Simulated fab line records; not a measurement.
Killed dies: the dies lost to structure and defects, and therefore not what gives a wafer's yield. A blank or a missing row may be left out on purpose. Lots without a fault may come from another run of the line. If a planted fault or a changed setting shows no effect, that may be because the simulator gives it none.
Chamber matching || flow nand_harc || 4 sister chambers for NHARC_A_STAIRCASE_TRIM_229 on rie_diel-10
The step chemistry O2, time 211.2 s. 14 wafers are shown with their chamber, then 7 later ones without.

EACH WAFER AND ITS CHAMBER
{"wafer": "L074.1", "chamber": 0, "drypump_motor_current_A (A)": 5.5, "showerhead_plenum_p_Torr (Torr)": 3.56, "rf_vpp_V (V)": 57.6}
{"wafer": "L074.2", "chamber": 2, "drypump_motor_current_A (A)": 6.1, "showerhead_plenum_p_Torr (Torr)": 3.75, "rf_vpp_V (V)": 58.2}
{"wafer": "L074.5", "chamber": 0, "drypump_motor_current_A (A)": 5.4, "showerhead_plenum_p_Torr (Torr)": 3.56, "rf_vpp_V (V)": 57.9}
{"wafer": "L076.2", "chamber": 2, "drypump_motor_current_A (A)": 6.1, "showerhead_plenum_p_Torr (Torr)": 3.75, "rf_vpp_V (V)": 57.6}
{"wafer": "L076.3", "chamber": 1, "drypump_motor_current_A (A)": 6.4, "showerhead_plenum_p_Torr (Torr)": 3.53, "rf_vpp_V (V)": 56.6}
{"wafer": "L076.4", "chamber": 3, "drypump_motor_current_A (A)": 4.7, "showerhead_plenum_p_Torr (Torr)": 3.52, "rf_vpp_V (V)": 58.0}
{"wafer": "L080.1", "chamber": 2, "drypump_motor_current_A (A)": 6.1, "showerhead_plenum_p_Torr (Torr)": 3.74, "rf_vpp_V (V)": 58.4}
{"wafer": "L080.2", "chamber": 0, "drypump_motor_current_A (A)": 5.5, "showerhead_plenum_p_Torr (Torr)": 3.55, "rf_vpp_V (V)": 59.6}
{"wafer": "L080.4", "chamber": 3, "drypump_motor_current_A (A)": 4.7, "showerhead_plenum_p_Torr (Torr)": 3.51, "rf_vpp_V (V)": 57.2}
{"wafer": "L082.2", "chamber": 3, "drypump_motor_current_A (A)": 4.7, "showerhead_plenum_p_Torr (Torr)": 3.50, "rf_vpp_V (V)": 57.5}
{"wafer": "L082.4", "chamber": 0, "drypump_motor_current_A (A)": 5.4, "showerhead_plenum_p_Torr (Torr)": 3.55, "rf_vpp_V (V)": 57.0}
{"wafer": "L082.5", "chamber": 0, "drypump_motor_current_A (A)": 5.5, "showerhead_plenum_p_Torr (Torr)": 3.55, "rf_vpp_V (V)": 57.1}
{"wafer": "L086.1", "chamber": 3, "drypump_motor_current_A (A)": 4.7, "showerhead_plenum_p_Torr (Torr)": 3.50, "rf_vpp_V (V)": 57.3}
{"wafer": "L086.2", "chamber": 0, "drypump_motor_current_A (A)": 5.4, "showerhead_plenum_p_Torr (Torr)": 3.54, "rf_vpp_V (V)": 56.9}

SIGNATURES, as means of the wafers listed above
{"reading": "drypump_motor_current_A", "chamber 0": 5.450, "chamber 1": 6.400, "chamber 2": 6.100, "chamber 3": 4.700, "scatter within a chamber": 0.0387}
{"reading": "showerhead_plenum_p_Torr", "chamber 0": 3.5517, "chamber 1": 3.5300, "chamber 2": 3.7467, "chamber 3": 3.5075, "scatter within a chamber": 0.00791}
{"reading": "rf_vpp_V", "chamber 0": 57.683, "chamber 1": 56.600, "chamber 2": 58.067, "chamber 3": 57.500, "scatter within a chamber": 0.766}
Rule: for a wafer and a chamber, the distance is found by dividing, reading by reading, the gap between the wafer's reading and the chamber's mean by the reading's scatter, squaring, summing and taking the root. The wafer belongs to the nearest chamber; if the next one is less than 2 further off, it can't be placed. The scatter: the root of (the sum of the squares of (reading less its chamber's mean) over the shown wafers, divided by (wafers less chambers)).

WAFERS WHOSE CHAMBER IS MISSING
{"wafer": "L086.5", "drypump_motor_current_A (A)": 6.4, "showerhead_plenum_p_Torr (Torr)": 3.52, "rf_vpp_V (V)": 57.0}
{"wafer": "L093.4", "drypump_motor_current_A (A)": 5.4, "showerhead_plenum_p_Torr (Torr)": 3.52, "rf_vpp_V (V)": 57.6}
{"wafer": "L093.5", "drypump_motor_current_A (A)": 5.5, "showerhead_plenum_p_Torr (Torr)": 3.52, "rf_vpp_V (V)": 58.1}
{"wafer": "L093.6", "drypump_motor_current_A (A)": 6.4, "showerhead_plenum_p_Torr (Torr)": 3.50, "rf_vpp_V (V)": 58.2}
{"wafer": "L096.1", "drypump_motor_current_A (A)": 5.4, "showerhead_plenum_p_Torr (Torr)": 3.52, "rf_vpp_V (V)": 58.1}
{"wafer": "L096.4", "drypump_motor_current_A (A)": 6.1, "showerhead_plenum_p_Torr (Torr)": 3.71, "rf_vpp_V (V)": 57.6}
{"wafer": "L096.6", "drypump_motor_current_A (A)": 4.7, "showerhead_plenum_p_Torr (Torr)": 3.48, "rf_vpp_V (V)": 58.6}

CHAMBER TAKEN BY EACH
{"wafer": "L086.5", "from the rows above": 1, "in truth": 1}
{"wafer": "L093.4", "from the rows above": 0, "in truth": 0}
{"wafer": "L093.5", "from the rows above": 0, "in truth": 0}
{"wafer": "L093.6", "from the rows above": 1, "in truth": 1}
{"wafer": "L096.1", "from the rows above": 0, "in truth": 0}
{"wafer": "L096.4", "from the rows above": 2, "in truth": 2}
{"wafer": "L096.6", "from the rows above": 3, "in truth": 3}
Correctly placed: 7 of 7. From these rows, 0 cannot be placed. 0 placed wrongly.
